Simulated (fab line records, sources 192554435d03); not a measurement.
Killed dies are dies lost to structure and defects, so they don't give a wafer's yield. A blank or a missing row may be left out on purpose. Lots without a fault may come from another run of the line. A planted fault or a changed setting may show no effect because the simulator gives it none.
Which tool did it? | flow n5_finfet | 14 lots, 41 wafers sampled, at 7 steps of a route of 1938

WHAT THE GAUGES READ, wafer by wafer
N5_BEOL_M1_CD_MEAS_18: pitch 36 nm, target cd 18 nm. Usual: cd_nm 17.9 nm, standard deviation 0.34.
lot  | measured     | on        | cd_nm (nm)     | flag
L645 | day 7 06:01  | cd_sem-03 | 18.5 17.7 18.5 |
L649 | day 7 10:17  | cd_sem-03 | 18.0 18.3 17.9 |
L648 | day 7 11:40  | cd_sem-03 | 18.8 17.9 18.2 |
L650 | day 7 16:40  | cd_sem-02 | 18.3 17.8 18.8 |
L652 | day 7 22:04  | cd_sem-02 | 18.2 17.7 18.2 |
L653 | day 8 07:52  | cd_sem-03 | 18.1 18.1 17.3 |
L654 | day 8 11:28  | cd_sem-02 | 18.0 18.1      |
L655 | day 9 03:16  | cd_sem-03 | 17.1 17.6 17.0 |
L656 | day 9 06:04  | cd_sem-03 | 17.7 17.6 18.1 |
L659 | day 9 23:29  | cd_sem-02 | 17.3 17.9 18.1 |
L658 | day 9 23:37  | cd_sem-01 | 17.8 17.7 17.8 |
L663 | day 10 07:28 | cd_sem-01 | - - -          | OFF
L661 | day 10 08:11 | cd_sem-01 | - - -          | OFF
L664 | day 11 02:20 | cd_sem-01 | 17.9 18.0 18.0 |

N5_BEOL_M4_RC_MEAS_101. Usual: DIBL_N 36.6 mV/V, standard deviation 2.1; DIBL_P 36.5 mV/V, standard deviation 2.7; IOFF_N 0.17 nA/um, standard deviation 0.043; IOFF_P 0.22 nA/um, standard deviation 0.045; ION_N 674 uA/um, standard deviation 17; ION_P 461 uA/um, standard deviation 9.9; SS_N 71.7 mV/dec, standard deviation 0.79; SS_P 73.4 mV/dec, standard deviation 0.79; VT_N 249 mV, standard deviation 4; VT_P -250 mV, standard deviation 3.3.
lot  | measured     | on        | DIBL_N (mV/V)  | DIBL_P (mV/V)  | IOFF_N (nA/um) | IOFF_P (nA/um) | ION_N (uA/um) | ION_P (uA/um) | SS_N (mV/dec)  | SS_P (mV/dec)  | VT_N (mV)   | VT_P (mV)      | flag
L645 | day 8 20:52  | prober-01 | 33.1 34.9 38.3 | 33.5 36.1 39.8 | 0.10 0.14 0.22 | 0.14 0.18 0.24 | 647 658 696   | 443 454 469   | 70.5 71.3 72.1 | 71.6 73.0 73.2 | 258 252 244 | -256 -254 -251 |
L649 | day 9 02:46  | prober-01 | 39.7 36.1 35.1 | 39.8 32.2 33.3 | 0.19 0.13 0.12 | 0.27 0.15 0.17 | 657 644 645   | 452 439 449   | 71.8 70.9 70.6 | 75.0 72.2 72.6 | 249 254 254 | -248 -255 -255 |
L648 | day 9 08:06  | prober-02 | 34.9 35.6 36.0 | 34.8 34.2 34.3 | 0.16 0.17 0.17 | 0.26 0.25 0.25 | 695 653 679   | 487 460 465   | 71.3 71.6 71.9 | 72.6 73.1 73.2 | 249 250 248 | -244 -245 -246 |
L650 | day 9 23:44  | prober-02 | 39.5 39.0 37.1 | 41.3 40.2 36.6 | 0.25 0.25 0.20 | 0.30 0.30 0.23 | 692 689 687   | 469 468 465   | 73.0 72.0 72.0 | 74.9 74.1 73.9 | 244 242 248 | -246 -245 -246 |
L652 | day 9 17:14  | prober-01 | 35.3 32.8 32.1 | 37.4 33.5 33.0 | 0.13 0.10 0.10 | 0.21 0.16 0.15 | 659 664 662   | 456 462 459   | 71.8 70.7 71.0 | 73.9 72.6 72.1 | 252 256 257 | -251 -254 -254 |
L653 | day 10 02:48 | prober-01 | 35.0 36.8 34.8 | 36.0 37.5 35.0 | 0.16 0.17 0.15 | 0.23 0.24 0.20 | 689 670 680   | 474 458 468   | 71.0 71.2 70.5 | 73.7 73.5 72.8 | 247 249 250 | -247 -247 -251 |
L654 | day 10 02:13 | prober-02 | 35.5 37.8      | 36.0 38.4      | 0.15 0.19      | 0.23 0.27      | 673 682       | 467 478       | 71.9 72.0      | 73.6 74.2      | 248 249     | -246 -246      |
L655 | day 10 22:29 | prober-01 | 34.5 34.3 35.6 | 33.8 34.0 36.4 | 0.13 0.12 0.15 | 0.18 0.19 0.24 | 659 660 678   | 460 457 473   | 70.8 70.2 71.4 | 72.9 73.5 73.6 | 251 255 251 | -249 -249 -247 |
L656 | day 11 02:28 | prober-02 | 35.8 35.8 36.0 | 35.8 36.8 34.5 | 0.15 0.16 0.15 | 0.18 0.19 0.17 | 688 660 671   | 468 452 451   | 72.0 71.7 72.4 | 73.0 73.8 73.3 | 251 247 252 | -252 -252 -252 |
L659 | day 11 13:39 | prober-02 | 34.3 39.3 37.2 | 33.8 40.0 37.4 | 0.13 0.23 0.18 | 0.17 0.26 0.22 | 665 699 682   | 460 466 461   | 71.2 72.1 71.0 | 74.0 74.0 73.3 | 250 242 248 | -251 -248 -249 |
L658 | day 12 05:52 | prober-02 | 35.7 36.4 35.5 | 36.7 37.6 36.8 | 0.15 0.16 0.14 | 0.22 0.24 0.22 | 667 666 673   | 466 466 465   | 71.7 71.9 70.7 | 73.9 73.5 73.5 | 253 252 252 | -248 -247 -249 |
L664 | day 12 18:49 | prober-01 | 37.2 36.0 37.9 | 37.7 36.6 38.2 | 0.18 0.17 0.19 | 0.24 0.23 0.24 | 699 678 664   | 478 465 456   | 72.0 71.1 72.0 | 73.5 73.3 73.2 | 247 246 245 | -246 -247 -249 |

WHICH TOOL RAN EACH LOT (tool, then ch and the chambers of the sampled wafers, then the start)
lot  | N5_BEOL_M0_ANNEAL_119            | N5_BEOL_M0_CMP_120            | N5_BEOL_M0_CO_CAP_123            | N5_BEOL_M1_HM_DEP_02         | N5_BEOL_M1_HM_OPEN_17
L645 | rtp_anneal-01 ch 0, day 7 03:48  | cmp-01 ch 0,3, day 7 04:03    | cvd_co-02 ch 0,1, day 7 04:26    | pvd_sputter-02, day 7 04:56  | rie_metal-02 ch 1, day 7 05:50
L649 | rtp_anneal-01 ch 0, day 7 07:07  | cmp-01 ch 0,3, day 7 07:56    | cvd_co-02 ch 0,1,2, day 7 08:32  | pvd_sputter-03, day 7 09:11  | rie_metal-02 ch 0,1, day 7 10:05
L648 | rtp_anneal-01 ch 0, day 7 09:13  | cmp-04 ch 1,2,3, day 7 09:34  | cvd_co-02 ch 0,1,2, day 7 09:53  | pvd_sputter-03, day 7 10:44  | rie_metal-03 ch 0,1, day 7 11:29
L650 | rtp_anneal-01 ch 0, day 7 10:45  | cmp-04 ch 1,2,3, day 7 11:00  | cvd_co-02 ch 1,2, day 7 11:27    | pvd_sputter-01, day 7 15:31  | rie_metal-03 ch 0,1, day 7 16:29
L652 | rtp_anneal-02 ch 0, day 7 18:41  | cmp-04 ch 1,2,3, day 7 19:01  | cvd_co-01 ch 1,2, day 7 19:19    | pvd_sputter-01, day 7 20:47  | rie_metal-03 ch 0, day 7 21:49
L653 | rtp_anneal-01 ch 0, day 8 05:06  | cmp-04 ch 1,2,3, day 8 05:26  | cvd_co-01 ch 1,2, day 8 05:44    | pvd_sputter-01, day 8 06:47  | rie_metal-03 ch 0,1, day 8 07:41
L654 | rtp_anneal-01 ch 0, day 8 07:32  | cmp-01 ch 1,2, day 8 07:50    | cvd_co-01 ch 0,2, day 8 08:12    | pvd_sputter-02, day 8 10:08  | rie_metal-03 ch 0,1, day 8 11:13
L655 | rtp_anneal-01 ch 0, day 8 23:34  | cmp-01 ch 0,1, day 8 23:52    | cvd_co-02 ch 1,2, day 9 00:14    | pvd_sputter-02, day 9 02:11  | rie_metal-02 ch 0,1, day 9 03:05
L656 | rtp_anneal-01 ch 0, day 9 03:09  | cmp-02 ch 1,3, day 9 03:27    | cvd_co-01 ch 0,1, day 9 03:49    | pvd_sputter-01, day 9 04:59  | rie_metal-02 ch 0,1, day 9 05:52
L659 | rtp_anneal-01 ch 0, day 9 19:08  | cmp-04 ch 0,2,3, day 9 19:23  | cvd_co-01 ch 0,2, day 9 19:45    | pvd_sputter-03, day 9 22:16  | rie_metal-02 ch 0,1, day 9 23:17
L658 | rtp_anneal-02 ch 0, day 9 19:18  | cmp-02 ch 1,2,3, day 9 19:38  | cvd_co-02 ch 1,2, day 9 19:58    | pvd_sputter-02, day 9 22:26  | rie_metal-02 ch 0,1, day 9 23:26
L663 | rtp_anneal-01 ch 0, day 10 05:04 | cmp-02 ch 0,1,3, day 10 05:26 | cvd_co-02 ch 0,2, day 10 05:44   | pvd_sputter-03, day 10 06:24 | rie_metal-03 ch 0, day 10 07:17
L661 | rtp_anneal-01 ch 0, day 10 05:45 | cmp-04 ch 0,2,3, day 10 06:05 | cvd_co-01 ch 1,2, day 10 06:25   | pvd_sputter-02, day 10 07:10 | rie_metal-01 ch 0, day 10 07:55
L664 | rtp_anneal-01 ch 0, day 10 22:16 | cmp-04 ch 1,3, day 10 22:37   | cvd_co-01 ch 0,1,2, day 10 22:56 | pvd_sputter-02, day 11 01:12 | rie_metal-03 ch 0,1, day 11 02:05
- N5_BEOL_M0_ANNEAL_119: time 90 s.
- N5_BEOL_M0_CMP_120: polishes, stops on SiOC, t overpolish 6.9 s.
- N5_BEOL_M0_CO_CAP_123: material Co, precursor CCTBA/H2, target thk 2 nm, time 102.1 s.
- N5_BEOL_M1_HM_DEP_02: deposits TiN, target thk 20 nm.
- N5_BEOL_M1_HM_OPEN_17: chemistry Cl2/BCl3, target TiN, target depth 20 nm, overetch 6 nm.

WHAT THE TOOLS THEMSELVES READ (means of the sampled wafers that have a number; where no wafer has one, the mark that the record gives instead)
N5_BEOL_M0_ANNEAL_119. Usual: wafer_temp_C_max 226.0, standard deviation 0.34.
lot  | tool          | wafer_temp_C_max | flag
L645 | rtp_anneal-01 | 225.6            |
L649 | rtp_anneal-01 | 226.0            |
L648 | rtp_anneal-01 | 225.9            |
L650 | rtp_anneal-01 | 225.6            |
L652 | rtp_anneal-02 | 226.3            |
L653 | rtp_anneal-01 | 225.8            |
L654 | rtp_anneal-01 | 225.8            |
L655 | rtp_anneal-01 | 225.8            |
L656 | rtp_anneal-01 | 225.8            |
L659 | rtp_anneal-01 | 225.8            |
L658 | rtp_anneal-02 | 226.5            |
L663 | rtp_anneal-01 | 226.0            |
L661 | rtp_anneal-01 | 225.8            |
L664 | rtp_anneal-01 | 226.1            |

N5_BEOL_M0_CMP_120. Usual: barrier_field_endpoint_s 3.70 s, standard deviation 0.16; clearing_platen_down_force_psi 1.5008 psi, standard deviation 0.0028; motor_current_A 6.1 A, standard deviation 0.45; overpolish_run_s 6.899 s, standard deviation 0.0085; slurry_filter_dp_kPa 13.51 kPa, standard deviation 0.15; time_to_endpoint_s 63 s, standard deviation 3.6.
lot  | tool   | barrier_field_endpoint_s (s) | clearing_platen_down_force_psi (psi) | motor_current_A (A) | overpolish_run_s (s) | slurry_filter_dp_kPa (kPa) | time_to_endpoint_s (s) | flag
L645 | cmp-01 | 3.62                         | 1.4998                               | 6.0                 | 6.897                | 13.50                      | 64                     |
L649 | cmp-01 | 3.80                         | 1.5030                               | 6.2                 | 6.904                | 13.56                      | 63                     |
L648 | cmp-04 | 3.59                         | 1.5007                               | 6.0                 | 6.898                | 13.42                      | 60                     |
L650 | cmp-04 | 3.46                         | 1.5018                               | 5.8                 | 6.898                | 13.51                      | 62                     |
L652 | cmp-04 | 3.78                         | 1.4975                               | 6.1                 | 6.896                | 13.64                      | 64                     |
L653 | cmp-04 | 3.73                         | 1.5003                               | 6.0                 | 6.895                | 13.49                      | 62                     |
L654 | cmp-01 | 3.65                         | 1.5026                               | 6.4                 | 6.895                | 13.45                      | 64                     |
L655 | cmp-01 | 3.80                         | 1.4989                               | 6.0                 | 6.902                | 13.27                      | 67                     |
L656 | cmp-02 | 3.77                         | 1.5015                               | 6.2                 | 6.899                | 13.45                      | 65                     |
L659 | cmp-04 | 3.67                         | 1.5027                               | 6.0                 | 6.905                | 13.45                      | 63                     |
L658 | cmp-02 | 3.92                         | 1.4983                               | 6.2                 | 6.903                | 13.45                      | 69                     |
L663 | cmp-02 | 3.63                         | 1.5006                               | 6.2                 | 6.901                | 13.64                      | 65                     |
L661 | cmp-04 | 3.64                         | 1.5029                               | 6.1                 | 6.905                | 13.63                      | 59                     |
L664 | cmp-04 | 3.43                         | 1.4978                               | 6.3                 | 6.900                | 13.54                      | 58                     |

N5_BEOL_M0_CO_CAP_123. Usual: heater_power_w 253 W, standard deviation 12; susceptor_temp_C 199.99 C, standard deviation 0.15.
lot  | tool      | heater_power_w (W) | susceptor_temp_C (C) | flag
L645 | cvd_co-02 | 244                | 199.82               |
L649 | cvd_co-02 | 250                | 200.17               |
L648 | cvd_co-02 | 250                | 200.09               |
L650 | cvd_co-02 | 257                | 199.96               |
L652 | cvd_co-01 | 245                | 200.00               |
L653 | cvd_co-01 | 245                | 199.96               |
L654 | cvd_co-01 | 264                | 199.92               |
L655 | cvd_co-02 | 251                | 200.03               |
L656 | cvd_co-01 | 259                | 199.81               |
L659 | cvd_co-01 | 269                | 199.84               |
L658 | cvd_co-02 | 256                | 200.02               |
L663 | cvd_co-02 | 249                | 200.09               |
L661 | cvd_co-01 | 248                | 200.19               |
L664 | cvd_co-01 | 260                | 200.04               |

N5_BEOL_M1_HM_DEP_02. Usual: chamber_pressure_pa 0.4999 Pa, standard deviation 0.00089; substrate_temp_c 24.98 C, standard deviation 0.12; susceptor_temp_C 25.01 C, standard deviation 0.11; throttle_valve_pct 30.1 %, standard deviation 0.88.
lot  | tool           | chamber_pressure_pa (Pa) | substrate_temp_c (C) | susceptor_temp_C (C) | throttle_valve_pct (%) | flag
L645 | pvd_sputter-02 | 0.5002                   | 24.93                | 25.05                | 30.1                   |
L649 | pvd_sputter-03 | 0.4999                   | 24.96                | 25.18                | 31.0                   |
L648 | pvd_sputter-03 | 0.4991                   | 25.03                | 25.07                | 31.4                   |
L650 | pvd_sputter-01 | 0.4995                   | 24.99                | 24.89                | 29.6                   |
L652 | pvd_sputter-01 | 0.4999                   | 25.00                | 24.97                | 29.7                   |
L653 | pvd_sputter-01 | 0.5003                   | 24.93                | 25.00                | 29.8                   |
L654 | pvd_sputter-02 | 0.4997                   | 25.12                | 24.95                | 29.8                   |
L655 | pvd_sputter-02 | 0.4998                   | 24.86                | 24.99                | 30.1                   |
L656 | pvd_sputter-01 | 0.5004                   | 24.98                | 24.98                | 29.6                   |
L659 | pvd_sputter-03 | 0.5002                   | 24.99                | 25.09                | 31.4                   |
L658 | pvd_sputter-02 | 0.4989                   | 25.02                | 25.01                | 29.7                   |
L663 | pvd_sputter-03 | -                        | -                    | -                    | -                      | OFF
L661 | pvd_sputter-02 | -                        | -                    | -                    | -                      | OFF
L664 | pvd_sputter-02 | 0.5002                   | 24.84                | 25.06                | 30.0                   |

N5_BEOL_M1_HM_OPEN_17. Usual: drypump_motor_current_A 5.67 A, standard deviation 0.29; mfc_ar_sccm 25.00 sccm, standard deviation 0.08; oes_product_au 0.70 a.u., standard deviation 0.079; throttle_valve_pct 21.97 %, standard deviation 0.16.
lot  | tool         | drypump_motor_current_A (A) | mfc_ar_sccm (sccm) | oes_product_au (a.u.) | throttle_valve_pct (%) | flag
L645 | rie_metal-02 | 5.50                        | 25.03              | 0.72                  | 21.81                  |
L649 | rie_metal-02 | 5.70                        | 25.00              | 0.73                  | 21.89                  |
L648 | rie_metal-03 | 5.66                        | 24.99              | 0.75                  | 21.93                  |
L650 | rie_metal-03 | 5.67                        | 25.10              | 0.71                  | 21.94                  |
L652 | rie_metal-03 | 5.65                        | 24.91              | 0.79                  | 21.87                  |
L653 | rie_metal-03 | 5.65                        | 24.97              | 0.74                  | 21.93                  |
L654 | rie_metal-03 | 5.65                        | 25.15              | 0.71                  | 21.95                  |
L655 | rie_metal-02 | 5.71                        | 24.96              | 0.72                  | 21.88                  |
L656 | rie_metal-02 | 5.72                        | 24.96              | 0.72                  | 21.89                  |
L659 | rie_metal-02 | 5.71                        | 25.02              | 0.71                  | 21.91                  |
L658 | rie_metal-02 | 5.91                        | 24.96              | 0.73                  | 21.95                  |
L663 | rie_metal-03 | 5.65                        | 24.88              | 0.33                  | 22.55                  | OFF
L661 | rie_metal-01 | 5.03                        | 25.03              | 0.21                  | 23.11                  | OFF
L664 | rie_metal-03 | 5.64                        | 24.97              | 0.68                  | 21.97                  |

THE ANSWER, worked out from the rows above alone
Rule: a lot is off if the mean of its wafers that have a number lies more than 3 standard deviations from the usual mean. A lot without any number at a reading at which 4 lots or more have one is off too. The other lots that the step has rows for count as sound. The gauges are gone through in route order, then the tools' own readings, and for those a lot's mean is taken as printed above. The first step at which some lot is off is used, and at that step the reading that is off furthest; a lot without a number counts as furthest.
Off: L663, L661, at N5_BEOL_M1_CD_MEAS_18 (cd_nm). Without a number there: L663, L661.
A tool fits if, at a process step before that reading, it ran every lot that is off, and no sound lot after the first of them. The gauges at N5_BEOL_M1_CD_MEAS_18 aren't tried: what is off there is off at N5_BEOL_M1_HM_DEP_02 too, on other tools, and a gauge's error can't cause that. None of those tried fits.

WHAT THE SIMULATOR HAD PUT IN
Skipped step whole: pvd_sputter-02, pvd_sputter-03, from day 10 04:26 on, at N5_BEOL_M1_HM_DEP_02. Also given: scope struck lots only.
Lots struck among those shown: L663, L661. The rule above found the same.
